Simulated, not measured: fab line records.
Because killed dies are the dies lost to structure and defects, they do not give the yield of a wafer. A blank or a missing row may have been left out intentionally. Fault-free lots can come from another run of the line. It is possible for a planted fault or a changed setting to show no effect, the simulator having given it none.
Which tool did it? :: flow n5 finfet :: 24 lots with 72 wafers sampled at 6 steps, on a route of 1938 steps

## WHAT EACH GAUGE READ, for each wafer
N5_PMOS_HMC_CHANNEL_EPI_OVL_MEAS_10. Usual: PMOS_HMC_BLK_OVL gives -0.3 nm (standard deviation 0.76).
lot: L074
measured: day 1 18:51
on: overlay-01
PMOS_HMC_BLK_OVL (nm): 0.4 -0.8 -0.4
flag: 

lot: L075
measured: day 1 23:28
on: overlay-02
PMOS_HMC_BLK_OVL (nm): 0.6 0.4 0.0
flag: 

lot: L076
measured: day 2 05:11
on: overlay-02
PMOS_HMC_BLK_OVL (nm): -0.7 0.0 -0.5
flag: 

lot: L077
measured: day 2 11:29
on: overlay-02
PMOS_HMC_BLK_OVL (nm): -0.4 -1.2 -1.1
flag: 

lot: L078
measured: day 2 18:18
on: overlay-02
PMOS_HMC_BLK_OVL (nm): -1.2 -0.4 -1.2
flag: 

lot: L079
measured: day 2 23:47
on: overlay-02
PMOS_HMC_BLK_OVL (nm): 0.1 -0.3 -0.4
flag: 

lot: L080
measured: day 3 05:35
on: overlay-01
PMOS_HMC_BLK_OVL (nm): -0.9 -0.1 -1.4
flag: 

lot: L081
measured: day 3 11:09
on: overlay-02
PMOS_HMC_BLK_OVL (nm): 0.8 1.3 1.3
flag: 

lot: L082
measured: day 3 17:46
on: overlay-02
PMOS_HMC_BLK_OVL (nm): 0.0 -0.2 0.2
flag: 

lot: L083
measured: day 3 23:40
on: overlay-02
PMOS_HMC_BLK_OVL (nm): 0.8 0.2 -0.7
flag: 

lot: L084
measured: day 4 06:04
on: overlay-02
PMOS_HMC_BLK_OVL (nm): -1.0 -0.2 -2.2
flag: 

lot: L085
measured: day 4 11:54
on: overlay-01
PMOS_HMC_BLK_OVL (nm): -0.1 -1.9 -0.8
flag: 

lot: L086
measured: day 4 17:37
on: overlay-02
PMOS_HMC_BLK_OVL (nm): -0.2 0.0 -0.7
flag: 

lot: L087
measured: day 4 23:51
on: overlay-02
PMOS_HMC_BLK_OVL (nm): -0.6 -1.2 -1.2
flag: 

lot: L088
measured: day 5 06:22
on: overlay-01
PMOS_HMC_BLK_OVL (nm): 0.4 0.9 1.0
flag: 

lot: L089
measured: day 5 12:37
on: overlay-01
PMOS_HMC_BLK_OVL (nm): -0.5 -0.4 -1.7
flag: 

lot: L090
measured: day 5 18:10
on: overlay-02
PMOS_HMC_BLK_OVL (nm): -1.0 -0.9 -0.3
flag: 

lot: L091
measured: day 5 23:21
on: overlay-01
PMOS_HMC_BLK_OVL (nm): -0.2 -0.2 -0.1
flag: 

lot: L092
measured: day 6 06:58
on: overlay-02
PMOS_HMC_BLK_OVL (nm): 0.2 0.4 0.2
flag: 

lot: L093
measured: day 6 11:13
on: overlay-02
PMOS_HMC_BLK_OVL (nm): 0.5 -0.3 0.8
flag: 

lot: L094
measured: day 6 17:09
on: overlay-01
PMOS_HMC_BLK_OVL (nm): -0.8 -0.6 -0.5
flag: 

lot: L095
measured: day 6 23:53
on: overlay-02
PMOS_HMC_BLK_OVL (nm): -0.2 0.0 0.7
flag: 

lot: L096
measured: day 7 05:46
on: overlay-01
PMOS_HMC_BLK_OVL (nm): -1.2 -0.3 0.3
flag: 

lot: L097
measured: day 7 11:53
on: overlay-02
PMOS_HMC_BLK_OVL (nm): 0.0 -0.6 -0.1
flag: 

N5_PMOS_HMC_CHANNEL_EPI_THK_MEAS_22. Usual: HMC_CMP_THK gives 53.9 nm (standard deviation 0.63).
lot: L074
measured: day 1 21:29
on: film metro-02
HMC_CMP_THK (nm): 54.4 54.1 55.2
flag: 

lot: L075
measured: day 2 02:11
on: film metro-02
HMC_CMP_THK (nm): 53.6 52.8 53.4
flag: 

lot: L076
measured: day 2 08:29
on: film metro-02
HMC_CMP_THK (nm): 53.3 53.8 54.6
flag: 

lot: L077
measured: day 2 14:48
on: film metro-01
HMC_CMP_THK (nm): 53.4 52.9 54.1
flag: 

lot: L078
measured: day 2 21:09
on: film metro-01
HMC_CMP_THK (nm): 54.6 54.6 54.4
flag: 

lot: L079
measured: day 3 02:55
on: film metro-02
HMC_CMP_THK (nm): 54.2 53.4 54.3
flag: 

lot: L080
measured: day 3 07:55
on: film metro-01
HMC_CMP_THK (nm): 53.3 54.0 54.2
flag: 

lot: L081
measured: day 3 14:24
on: film metro-01
HMC_CMP_THK (nm): 53.5 54.2 53.8
flag: 

lot: L082
measured: day 3 21:01
on: film metro-01
HMC_CMP_THK (nm): 53.7 54.9 53.3
flag: 

lot: L083
measured: day 4 02:09
on: film metro-02
HMC_CMP_THK (nm): 54.6 53.4 54.7
flag: 

lot: L084
measured: day 4 10:07
on: film metro-02
HMC_CMP_THK (nm): 54.0 55.2 54.0
flag: 

lot: L085
measured: day 4 14:13
on: film metro-02
HMC_CMP_THK (nm): 53.7 54.0 53.5
flag: 

lot: L086
measured: day 4 20:28
on: film metro-01
HMC_CMP_THK (nm): 53.3 53.7 54.4
flag: 

lot: L087
measured: day 5 02:10
on: film metro-02
HMC_CMP_THK (nm): 52.5 54.1 53.0
flag: 

lot: L088
measured: day 5 09:37
on: film metro-02
HMC_CMP_THK (nm): 54.1 53.6 54.4
flag: 

lot: L089
measured: day 5 15:33
on: film metro-01
HMC_CMP_THK (nm): 55.0 53.4 54.3
flag: 

lot: L090
measured: day 5 20:29
on: film metro-01
HMC_CMP_THK (nm): 54.0 53.9 53.7
flag: 

lot: L091
measured: day 6 01:59
on: film metro-02
HMC_CMP_THK (nm): 54.7 54.5 53.6
flag: 

lot: L092
measured: day 6 09:49
on: film metro-02
HMC_CMP_THK (nm): 53.4 53.5 54.6
flag: 

lot: L093
measured: day 6 13:38
on: film metro-02
HMC_CMP_THK (nm): 53.4 53.6 54.7
flag: 

lot: L094
measured: day 6 19:29
on: film metro-01
HMC_CMP_THK (nm): 53.9 54.1 54.4
flag: 

lot: L095
measured: day 7 02:19
on: film metro-01
HMC_CMP_THK (nm): 54.7 52.8 53.6
flag: 

lot: L096
measured: day 7 08:52
on: film metro-01
HMC_CMP_THK (nm): 53.7 53.4 54.5
flag: 

lot: L097
measured: day 7 14:13
on: film metro-02
HMC_CMP_THK (nm): 55.1 53.4 53.8
flag: 

N5_FIN_SAQP_OCD_MEAS_76. Usual: trench depth nm reads 119.9 nm (standard deviation 2).
lot: L074
measured: day 2 03:46
on: ocd-02
trench depth nm (nm): 120.0 118.0 118.4
flag: 

lot: L075
measured: day 2 08:40
on: ocd-02
trench depth nm (nm): 118.2 121.0 122.1
flag: 

lot: L076
measured: day 2 14:44
on: ocd-02
trench depth nm (nm): 117.7 118.9 120.1
flag: 

lot: L077
measured: day 2 21:54
on: ocd-01
trench depth nm (nm): 120.8 119.9 119.6
flag: 

lot: L078
measured: day 3 03:23
on: ocd-01
trench depth nm (nm): 118.1 119.8 118.8
flag: 

lot: L079
measured: day 3 09:31
on: ocd-01
trench depth nm (nm): 117.9 121.6 120.9
flag: 

lot: L080
measured: day 3 14:25
on: ocd-01
trench depth nm (nm): 120.0 120.5 120.1
flag: 

lot: L081
measured: day 3 21:02
on: ocd-01
trench depth nm (nm): 120.2 119.1 117.3
flag: 

lot: L082
measured: day 4 03:40
on: ocd-02
trench depth nm (nm): 120.2 117.8 120.0
flag: 

lot: L083
measured: day 4 09:08
on: ocd-01
trench depth nm (nm): 118.9 118.5 121.0
flag: 

lot: L084
measured: day 4 17:49
on: ocd-02
trench depth nm (nm): 121.7 122.4 118.5
flag: 

lot: L085
measured: day 4 20:49
on: ocd-01
trench depth nm (nm): 120.6 120.0 117.9
flag: 

lot: L086
measured: day 5 03:43
on: ocd-01
trench depth nm (nm): 115.6 119.9 116.8
flag: 

lot: L087
measured: day 5 09:16
on: ocd-01
trench depth nm (nm): 118.7 123.6 119.5
flag: 

lot: L088
measured: day 5 16:56
on: ocd-01
trench depth nm (nm): 119.8 119.4 121.4
flag: 

lot: L089
measured: day 5 23:29
on: ocd-01
trench depth nm (nm): 120.9 121.7 120.3
flag: 

lot: L090
measured: day 6 04:46
on: ocd-02
trench depth nm (nm): 118.8 120.3 121.7
flag: 

lot: L091
measured: day 6 09:48
on: ocd-01
trench depth nm (nm): 121.3 119.3 120.3
flag: 

lot: L092
measured: day 6 17:01
on: ocd-01
trench depth nm (nm): 121.7 118.1 122.0
flag: 

lot: L093
measured: day 6 20:31
on: ocd-01
trench depth nm (nm): 121.4 119.3 117.2
flag: 

lot: L094
measured: day 7 02:16
on: ocd-01
trench depth nm (nm): 121.2 117.2 118.2
flag: 

lot: L095
measured: day 7 09:06
on: ocd-02
trench depth nm (nm): 116.5 119.5 120.7
flag: 

lot: L096
measured: day 7 15:51
on: ocd-02
trench depth nm (nm): 118.3 124.6 124.3
flag: 

lot: L097
measured: day 7 20:55
on: ocd-01
trench depth nm (nm): 118.8 121.9 123.4
flag: 

## EACH LOT AND THE TOOL THAT RAN IT (in order: tool; ch and the chambers of the sampled wafers; start)
lot: L074
N5_PMOS_HMC_CHANNEL_EPI_EPI_26: epi rpcvd-04 ch 0, day 1 21:44
N5_FIN_SAQP_HM_DEP_03: pecvd-01 ch 0,1, day 1 22:36
N5_FIN_SAQP_HM_OPEN_73: rie diel-01 ch 1,2, day 1 23:45

lot: L075
N5_PMOS_HMC_CHANNEL_EPI_EPI_26: epi rpcvd-01 ch 0, day 2 02:18
N5_FIN_SAQP_HM_DEP_03: pecvd-04 ch 0,1, day 2 03:38
N5_FIN_SAQP_HM_OPEN_73: rie diel-02 ch 2,3, day 2 04:46

lot: L076
N5_PMOS_HMC_CHANNEL_EPI_EPI_26: epi rpcvd-03 ch 0, day 2 08:42
N5_FIN_SAQP_HM_DEP_03: pecvd-02 ch 0,1, day 2 09:31
N5_FIN_SAQP_HM_OPEN_73: rie diel-02 ch 2,3, day 2 10:35

lot: L077
N5_PMOS_HMC_CHANNEL_EPI_EPI_26: epi rpcvd-03 ch 0, day 2 14:55
N5_FIN_SAQP_HM_DEP_03: pecvd-04 ch 0,1, day 2 15:55
N5_FIN_SAQP_HM_OPEN_73: rie diel-04 ch 2,3, day 2 17:10

lot: L078
N5_PMOS_HMC_CHANNEL_EPI_EPI_26: epi rpcvd-03 ch 0, day 2 21:24
N5_FIN_SAQP_HM_DEP_03: pecvd-01 ch 0,1,2, day 2 22:16
N5_FIN_SAQP_HM_OPEN_73: rie diel-04 ch 1,3, day 2 23:25

lot: L079
N5_PMOS_HMC_CHANNEL_EPI_EPI_26: epi rpcvd-01 ch 0, day 3 03:04
N5_FIN_SAQP_HM_DEP_03: pecvd-02 ch 0,1, day 3 03:57
N5_FIN_SAQP_HM_OPEN_73: rie diel-04 ch 1,3, day 3 04:58

lot: L080
N5_PMOS_HMC_CHANNEL_EPI_EPI_26: epi rpcvd-01 ch 0, day 3 08:02
N5_FIN_SAQP_HM_DEP_03: pecvd-01 ch 0,1,2, day 3 09:01
N5_FIN_SAQP_HM_OPEN_73: rie diel-04 ch 1,2,3, day 3 09:59

lot: L081
N5_PMOS_HMC_CHANNEL_EPI_EPI_26: epi rpcvd-01 ch 0, day 3 14:31
N5_FIN_SAQP_HM_DEP_03: pecvd-04 ch 0,1,2, day 3 15:45
N5_FIN_SAQP_HM_OPEN_73: rie diel-01 ch 1,2,3, day 3 16:50

lot: L082
N5_PMOS_HMC_CHANNEL_EPI_EPI_26: epi rpcvd-01 ch 0, day 3 21:19
N5_FIN_SAQP_HM_DEP_03: pecvd-01 ch 0,1,2, day 3 22:12
N5_FIN_SAQP_HM_OPEN_73: rie diel-04 ch 0,1,3, day 3 23:15

lot: L083
N5_PMOS_HMC_CHANNEL_EPI_EPI_26: epi rpcvd-03 ch 0, day 4 02:26
N5_FIN_SAQP_HM_DEP_03: pecvd-04 ch 1,2, day 4 03:28
N5_FIN_SAQP_HM_OPEN_73: rie diel-04 ch 0,2,3, day 4 04:36

lot: L084
N5_PMOS_HMC_CHANNEL_EPI_EPI_26: epi rpcvd-01 ch 0, day 4 10:17
N5_FIN_SAQP_HM_DEP_03: pecvd-02 ch 0,2, day 4 11:56
N5_FIN_SAQP_HM_OPEN_73: rie diel-04 ch 0,3, day 4 13:14

lot: L085
N5_PMOS_HMC_CHANNEL_EPI_EPI_26: epi rpcvd-03 ch 0, day 4 14:23
N5_FIN_SAQP_HM_DEP_03: pecvd-02 ch 0,1,2, day 4 15:29
N5_FIN_SAQP_HM_OPEN_73: rie diel-04 ch 0,1, day 4 16:33

lot: L086
N5_PMOS_HMC_CHANNEL_EPI_EPI_26: epi rpcvd-01 ch 0, day 4 20:34
N5_FIN_SAQP_HM_DEP_03: pecvd-04 ch 0,1,2, day 4 21:51
N5_FIN_SAQP_HM_OPEN_73: rie diel-02 ch 0,2,3, day 4 22:58

lot: L087
N5_PMOS_HMC_CHANNEL_EPI_EPI_26: epi rpcvd-04 ch 0, day 5 02:17
N5_FIN_SAQP_HM_DEP_03: pecvd-04 ch 0,2, day 5 03:23
N5_FIN_SAQP_HM_OPEN_73: rie diel-02 ch 0,1,2, day 5 04:32

lot: L088
N5_PMOS_HMC_CHANNEL_EPI_EPI_26: epi rpcvd-03 ch 0, day 5 09:44
N5_FIN_SAQP_HM_DEP_03: pecvd-02 ch 0,1,2, day 5 10:39
N5_FIN_SAQP_HM_OPEN_73: rie diel-01 ch 0,2,3, day 5 11:43

lot: L089
N5_PMOS_HMC_CHANNEL_EPI_EPI_26: epi rpcvd-01 ch 0, day 5 15:47
N5_FIN_SAQP_HM_DEP_03: pecvd-02 ch 0,1,2, day 5 17:05
N5_FIN_SAQP_HM_OPEN_73: rie diel-01 ch 0,3, day 5 18:10

lot: L090
N5_PMOS_HMC_CHANNEL_EPI_EPI_26: epi rpcvd-03 ch 0, day 5 20:38
N5_FIN_SAQP_HM_DEP_03: pecvd-01 ch 2, day 5 21:30
N5_FIN_SAQP_HM_OPEN_73: rie diel-01 ch 2,3, day 5 22:55

lot: L091
N5_PMOS_HMC_CHANNEL_EPI_EPI_26: epi rpcvd-03 ch 0, day 6 02:08
N5_FIN_SAQP_HM_DEP_03: pecvd-01 ch 0,1,2, day 6 03:00
N5_FIN_SAQP_HM_OPEN_73: rie diel-04 ch 1,3, day 6 04:55

lot: L092
N5_PMOS_HMC_CHANNEL_EPI_EPI_26: epi rpcvd-03 ch 0, day 6 09:56
N5_FIN_SAQP_HM_DEP_03: pecvd-01 ch 1,2, day 6 10:51
N5_FIN_SAQP_HM_OPEN_73: rie diel-04 ch 1,2,3, day 6 12:14

lot: L093
N5_PMOS_HMC_CHANNEL_EPI_EPI_26: epi rpcvd-03 ch 0, day 6 13:47
N5_FIN_SAQP_HM_DEP_03: pecvd-01 ch 0,2, day 6 15:01
N5_FIN_SAQP_HM_OPEN_73: rie diel-02 ch 1,3, day 6 16:11

lot: L094
N5_PMOS_HMC_CHANNEL_EPI_EPI_26: epi rpcvd-01 ch 0, day 6 19:44
N5_FIN_SAQP_HM_DEP_03: pecvd-04 ch 0,1, day 6 20:42
N5_FIN_SAQP_HM_OPEN_73: rie diel-01 ch 1,2,3, day 6 21:51

lot: L095
N5_PMOS_HMC_CHANNEL_EPI_EPI_26: epi rpcvd-01 ch 0, day 7 02:32
N5_FIN_SAQP_HM_DEP_03: pecvd-02 ch 1,2, day 7 03:48
N5_FIN_SAQP_HM_OPEN_73: rie diel-01 ch 1,2,3, day 7 05:02

lot: L096
N5_PMOS_HMC_CHANNEL_EPI_EPI_26: epi rpcvd-01 ch 0, day 7 09:02
N5_FIN_SAQP_HM_DEP_03: pecvd-04 ch 0,1, day 7 10:11
N5_FIN_SAQP_HM_OPEN_73: rie diel-04 ch 0,1,2, day 7 11:20

lot: L097
N5_PMOS_HMC_CHANNEL_EPI_EPI_26: epi rpcvd-03 ch 0, day 7 14:23
N5_FIN_SAQP_HM_DEP_03: pecvd-04 ch 0,1, day 7 15:26
N5_FIN_SAQP_HM_OPEN_73: rie diel-01 ch 1,2,3, day 7 16:27
- N5_PMOS_HMC_CHANNEL_EPI_EPI_26: deposits Si from SiH4/H2, target thk 3.8 nm, time 22.7 s.
- N5_FIN_SAQP_HM_DEP_03: deposits SiNx from SiH4/NH3/N2, target thk 38 nm, time 33.6 s.
- N5_FIN_SAQP_HM_OPEN_73: chemistry CHF3/O2, target SiO2, stops on a-Si, target depth 12 nm, time 16.8 s.

## WHAT THE TOOLS THEMSELVES READ (means of the sampled wafers that have a number; where no wafer has one, the mark that the record gives instead)
N5_PMOS_HMC_CHANNEL_EPI_EPI_26. Usual: throttle valve pct reads 11.31 % (standard deviation 0.18).
lot: L074
tool: epi rpcvd-04
throttle valve pct (%): 11.29
flag: 

lot: L075
tool: epi rpcvd-01
throttle valve pct (%): 11.17
flag: 

lot: L076
tool: epi rpcvd-03
throttle valve pct (%): 11.19
flag: 

lot: L077
tool: epi rpcvd-03
throttle valve pct (%): 11.58
flag: 

lot: L078
tool: epi rpcvd-03
throttle valve pct (%): 11.50
flag: 

lot: L079
tool: epi rpcvd-01
throttle valve pct (%): 11.24
flag: 

lot: L080
tool: epi rpcvd-01
throttle valve pct (%): 11.31
flag: 

lot: L081
tool: epi rpcvd-01
throttle valve pct (%): 11.19
flag: 

lot: L082
tool: epi rpcvd-01
throttle valve pct (%): 11.16
flag: 

lot: L083
tool: epi rpcvd-03
throttle valve pct (%): 11.56
flag: 

lot: L084
tool: epi rpcvd-01
throttle valve pct (%): 11.03
flag: 

lot: L085
tool: epi rpcvd-03
throttle valve pct (%): 11.55
flag: 

lot: L086
tool: epi rpcvd-01
throttle valve pct (%): 11.20
flag: 

lot: L087
tool: epi rpcvd-04
throttle valve pct (%): 11.29
flag: 

lot: L088
tool: epi rpcvd-03
throttle valve pct (%): 11.43
flag: 

lot: L089
tool: epi rpcvd-01
throttle valve pct (%): 11.10
flag: 

lot: L090
tool: epi rpcvd-03
throttle valve pct (%): 11.30
flag: 

lot: L091
tool: epi rpcvd-03
throttle valve pct (%): 11.46
flag: 

lot: L092
tool: epi rpcvd-03
throttle valve pct (%): 11.48
flag: 

lot: L093
tool: epi rpcvd-03
throttle valve pct (%): 11.54
flag: 

lot: L094
tool: epi rpcvd-01
throttle valve pct (%): 11.19
flag: 

lot: L095
tool: epi rpcvd-01
throttle valve pct (%): 11.23
flag: 

lot: L096
tool: epi rpcvd-01
throttle valve pct (%): 11.19
flag: 

lot: L097
tool: epi rpcvd-03
throttle valve pct (%): 11.48
flag: 

N5_FIN_SAQP_HM_DEP_03. Usual: heater power w 759 W, standard deviation 95; showerhead plenum p Torr 5.17 Torr, standard deviation 0.064; throttle valve pct 38.9 %, standard deviation 2.4.
lot: L074
tool: pecvd-01
heater power w (W): 759
showerhead plenum p Torr (Torr): 5.16
throttle valve pct (%): 39.9
flag: 

lot: L075
tool: pecvd-04
heater power w (W): 849
showerhead plenum p Torr (Torr): 5.20
throttle valve pct (%): 39.8
flag: 

lot: L076
tool: pecvd-02
heater power w (W): 648
showerhead plenum p Torr (Torr): 5.06
throttle valve pct (%): 40.5
flag: 

lot: L077
tool: pecvd-04
heater power w (W): 722
showerhead plenum p Torr (Torr): 5.23
throttle valve pct (%): 38.7
flag: 

lot: L078
tool: pecvd-01
heater power w (W): 767
showerhead plenum p Torr (Torr): 5.16
throttle valve pct (%): 39.2
flag: 

lot: L079
tool: pecvd-02
heater power w (W): 637
showerhead plenum p Torr (Torr): 5.05
throttle valve pct (%): 40.5
flag: 

lot: L080
tool: pecvd-01
heater power w (W): 758
showerhead plenum p Torr (Torr): 5.16
throttle valve pct (%): 39.3
flag: 

lot: L081
tool: pecvd-04
heater power w (W): 782
showerhead plenum p Torr (Torr): 5.21
throttle valve pct (%): 38.1
flag: 

lot: L082
tool: pecvd-01
heater power w (W): 814
showerhead plenum p Torr (Torr): 5.15
throttle valve pct (%): 39.3
flag: 

lot: L083
tool: pecvd-04
heater power w (W): 829
showerhead plenum p Torr (Torr): 5.18
throttle valve pct (%): 37.9
flag: 

lot: L084
tool: pecvd-02
heater power w (W): 747
showerhead plenum p Torr (Torr): 5.18
throttle valve pct (%): 37.2
flag: 

lot: L085
tool: pecvd-02
heater power w (W): 627
showerhead plenum p Torr (Torr): 5.11
throttle valve pct (%): 38.8
flag: 

lot: L086
tool: pecvd-04
heater power w (W): 780
showerhead plenum p Torr (Torr): 5.21
throttle valve pct (%): 38.3
flag: 

lot: L087
tool: pecvd-04
heater power w (W): 706
showerhead plenum p Torr (Torr): 5.24
throttle valve pct (%): 37.2
flag: 

lot: L088
tool: pecvd-02
heater power w (W): 675
showerhead plenum p Torr (Torr): 5.12
throttle valve pct (%): 39.1
flag: 

lot: L089
tool: pecvd-02
heater power w (W): 666
showerhead plenum p Torr (Torr): 5.13
throttle valve pct (%): 38.7
flag: 

lot: L090
tool: pecvd-01
heater power w (W): 787
showerhead plenum p Torr (Torr): 5.15
throttle valve pct (%): 36.7
flag: 

lot: L091
tool: pecvd-01
heater power w (W): 787
showerhead plenum p Torr (Torr): 5.16
throttle valve pct (%): 39.4
flag: 

lot: L092
tool: pecvd-01
heater power w (W): 868
showerhead plenum p Torr (Torr): 5.15
throttle valve pct (%): 40.4
flag: 

lot: L093
tool: pecvd-01
heater power w (W): 691
showerhead plenum p Torr (Torr): 5.19
throttle valve pct (%): 38.4
flag: 

lot: L094
tool: pecvd-04
heater power w (W): 811
showerhead plenum p Torr (Torr): 5.21
throttle valve pct (%): 39.9
flag: 

lot: L095
tool: pecvd-02
heater power w (W): 747
showerhead plenum p Torr (Torr): 5.16
throttle valve pct (%): 36.7
flag: 

lot: L096
tool: pecvd-04
heater power w (W): 820
showerhead plenum p Torr (Torr): 5.25
throttle valve pct (%): 38.6
flag: 

lot: L097
tool: pecvd-04
heater power w (W): 887
showerhead plenum p Torr (Torr): 5.22
throttle valve pct (%): 39.9
flag: 

N5_FIN_SAQP_HM_OPEN_73. Usual: bias w 170.1 W, standard deviation 0.5; drypump motor current A 5.6 A, standard deviation 0.46; mfc ar sccm 200.0 sccm, standard deviation 0.63; oes_ar_750_au 0.83 a.u., standard deviation 0.075; oes product au 0.50 a.u., standard deviation 0.045; rf vpp V 526 V, standard deviation 10; showerhead plenum p Torr 2.40 Torr, standard deviation 0.07; throttle valve pct 18.77 %, standard deviation 0.16.
lot: L074
tool: rie diel-01
bias w (W): 169.9
drypump motor current A (A): 5.4
mfc ar sccm (sccm): 199.7
oes_ar_750_au (a.u.): 0.78
oes product au (a.u.): 0.47
rf vpp V (V): 530
showerhead plenum p Torr (Torr): 2.40
throttle valve pct (%): 18.81
flag: 

lot: L075
tool: rie diel-02
bias w (W): 170.0
drypump motor current A (A): 5.8
mfc ar sccm (sccm): 200.4
oes_ar_750_au (a.u.): 0.78
oes product au (a.u.): 0.47
rf vpp V (V): 526
showerhead plenum p Torr (Torr): 2.49
throttle valve pct (%): 18.76
flag: 

lot: L076
tool: rie diel-02
bias w (W): 170.1
drypump motor current A (A): 5.8
mfc ar sccm (sccm): 200.3
oes_ar_750_au (a.u.): 0.77
oes product au (a.u.): 0.46
rf vpp V (V): 527
showerhead plenum p Torr (Torr): 2.49
throttle valve pct (%): 18.76
flag: 

lot: L077
tool: rie diel-04
bias w (W): 170.3
drypump motor current A (A): 5.2
mfc ar sccm (sccm): 200.0
oes_ar_750_au (a.u.): 0.93
oes product au (a.u.): 0.57
rf vpp V (V): 532
showerhead plenum p Torr (Torr): 2.48
throttle valve pct (%): 18.70
flag: 

lot: L078
tool: rie diel-04
bias w (W): 169.6
drypump motor current A (A): 5.5
mfc ar sccm (sccm): 199.9
oes_ar_750_au (a.u.): 0.87
oes product au (a.u.): 0.52
rf vpp V (V): 527
showerhead plenum p Torr (Torr): 2.43
throttle valve pct (%): 18.78
flag: 

lot: L079
tool: rie diel-04
bias w (W): 169.7
drypump motor current A (A): 5.5
mfc ar sccm (sccm): 199.5
oes_ar_750_au (a.u.): 0.87
oes product au (a.u.): 0.52
rf vpp V (V): 528
showerhead plenum p Torr (Torr): 2.43
throttle valve pct (%): 18.80
flag: 

lot: L080
tool: rie diel-04
bias w (W): 170.2
drypump motor current A (A): 5.2
mfc ar sccm (sccm): 200.8
oes_ar_750_au (a.u.): 0.88
oes product au (a.u.): 0.53
rf vpp V (V): 527
showerhead plenum p Torr (Torr): 2.42
throttle valve pct (%): 18.69
flag: 

lot: L081
tool: rie diel-01
bias w (W): 170.0
drypump motor current A (A): 5.6
mfc ar sccm (sccm): 199.1
oes_ar_750_au (a.u.): 0.77
oes product au (a.u.): 0.46
rf vpp V (V): 530
showerhead plenum p Torr (Torr): 2.36
throttle valve pct (%): 18.82
flag: 

lot: L082
tool: rie diel-04
bias w (W): 170.2
drypump motor current A (A): 5.7
mfc ar sccm (sccm): 199.6
oes_ar_750_au (a.u.): 0.88
oes product au (a.u.): 0.53
rf vpp V (V): 525
showerhead plenum p Torr (Torr): 2.39
throttle valve pct (%): 18.76
flag: 

lot: L083
tool: rie diel-04
bias w (W): 170.5
drypump motor current A (A): 5.4
mfc ar sccm (sccm): 200.2
oes_ar_750_au (a.u.): 0.91
oes product au (a.u.): 0.54
rf vpp V (V): 529
showerhead plenum p Torr (Torr): 2.44
throttle valve pct (%): 18.70
flag: 

lot: L084
tool: rie diel-04
bias w (W): 169.4
drypump motor current A (A): 5.9
mfc ar sccm (sccm): 199.1
oes_ar_750_au (a.u.): 0.90
oes product au (a.u.): 0.54
rf vpp V (V): 529
showerhead plenum p Torr (Torr): 2.41
throttle valve pct (%): 18.78
flag: 

lot: L085
tool: rie diel-04
bias w (W): 170.1
drypump motor current A (A): 5.7
mfc ar sccm (sccm): 200.6
oes_ar_750_au (a.u.): 0.83
oes product au (a.u.): 0.49
rf vpp V (V): 520
showerhead plenum p Torr (Torr): 2.34
throttle valve pct (%): 18.74
flag: 

lot: L086
tool: rie diel-02
bias w (W): 170.7
drypump motor current A (A): 5.6
mfc ar sccm (sccm): 200.3
oes_ar_750_au (a.u.): 0.82
oes product au (a.u.): 0.48
rf vpp V (V): 523
showerhead plenum p Torr (Torr): 2.45
throttle valve pct (%): 18.79
flag: 

lot: L087
tool: rie diel-02
bias w (W): 169.7
drypump motor current A (A): 5.7
mfc ar sccm (sccm): 200.3
oes_ar_750_au (a.u.): 0.82
oes product au (a.u.): 0.49
rf vpp V (V): 514
showerhead plenum p Torr (Torr): 2.38
throttle valve pct (%): 18.91
flag: 

lot: L088
tool: rie diel-01
bias w (W): 169.8
drypump motor current A (A): 6.0
mfc ar sccm (sccm): 199.7
oes_ar_750_au (a.u.): 0.82
oes product au (a.u.): 0.49
rf vpp V (V): 525
showerhead plenum p Torr (Torr): 2.38
throttle valve pct (%): 18.75
flag: 

lot: L089
tool: rie diel-01
bias w (W): 170.3
drypump motor current A (A): 6.2
mfc ar sccm (sccm): 198.9
oes_ar_750_au (a.u.): 0.85
oes product au (a.u.): 0.51
rf vpp V (V): 518
showerhead plenum p Torr (Torr): 2.35
throttle valve pct (%): 18.75
flag: 

lot: L090
tool: rie diel-01
bias w (W): 169.7
drypump motor current A (A): 5.8
mfc ar sccm (sccm): 199.1
oes_ar_750_au (a.u.): 0.78
oes product au (a.u.): 0.47
rf vpp V (V): 535
showerhead plenum p Torr (Torr): 2.40
throttle valve pct (%): 18.76
flag: 

lot: L091
tool: rie diel-04
bias w (W): 170.2
drypump motor current A (A): 5.4
mfc ar sccm (sccm): 200.0
oes_ar_750_au (a.u.): 0.82
oes product au (a.u.): 0.49
rf vpp V (V): 521
showerhead plenum p Torr (Torr): 2.37
throttle valve pct (%): 18.79
flag: 

lot: L092
tool: rie diel-04
bias w (W): 170.1
drypump motor current A (A): 5.2
mfc ar sccm (sccm): 200.4
oes_ar_750_au (a.u.): 0.86
oes product au (a.u.): 0.51
rf vpp V (V): 527
showerhead plenum p Torr (Torr): 2.42
throttle valve pct (%): 18.69
flag: 

lot: L093
tool: rie diel-02
bias w (W): 169.9
drypump motor current A (A): 6.1
mfc ar sccm (sccm): 200.2
oes_ar_750_au (a.u.): 0.77
oes product au (a.u.): 0.46
rf vpp V (V): 524
showerhead plenum p Torr (Torr): 2.39
throttle valve pct (%): 18.76
flag: 

lot: L094
tool: rie diel-01
bias w (W): 170.2
drypump motor current A (A): 5.6
mfc ar sccm (sccm): 199.3
oes_ar_750_au (a.u.): 0.74
oes product au (a.u.): 0.45
rf vpp V (V): 530
showerhead plenum p Torr (Torr): 2.35
throttle valve pct (%): 18.87
flag: 

lot: L095
tool: rie diel-01
bias w (W): 169.7
drypump motor current A (A): 5.6
mfc ar sccm (sccm): 200.1
oes_ar_750_au (a.u.): 0.74
oes product au (a.u.): 0.45
rf vpp V (V): 530
showerhead plenum p Torr (Torr): 2.35
throttle valve pct (%): 18.87
flag: 

lot: L096
tool: rie diel-04
bias w (W): 169.8
drypump motor current A (A): 5.4
mfc ar sccm (sccm): 199.2
oes_ar_750_au (a.u.): 0.85
oes product au (a.u.): 0.51
rf vpp V (V): 524
showerhead plenum p Torr (Torr): 2.38
throttle valve pct (%): 18.68
flag: 

lot: L097
tool: rie diel-01
bias w (W): 170.4
drypump motor current A (A): 5.6
mfc ar sccm (sccm): 199.9
oes_ar_750_au (a.u.): 0.74
oes product au (a.u.): 0.45
rf vpp V (V): 530
showerhead plenum p Torr (Torr): 2.35
throttle valve pct (%): 18.89
flag: 

## THE ANSWER, worked out from the rows above alone
Rule: a lot counts as off when the mean over its wafers that have a number is more than 3 standard deviations away from the usual mean. A lot without any number at a reading at which 4 lots or more have one is off too. Where the step has rows for the other lots, those lots are counted as sound. After the gauges, taken in route order, come the tools' own readings; for these a lot's mean is taken, as printed above. The first step at which some lot is off is used, and at that step the reading that is off furthest; a lot without a number counts as furthest.
Nothing can be told from this: no lot is off at any reading shown.

## WHAT HAD BEEN PUT IN BY THE SIMULATOR
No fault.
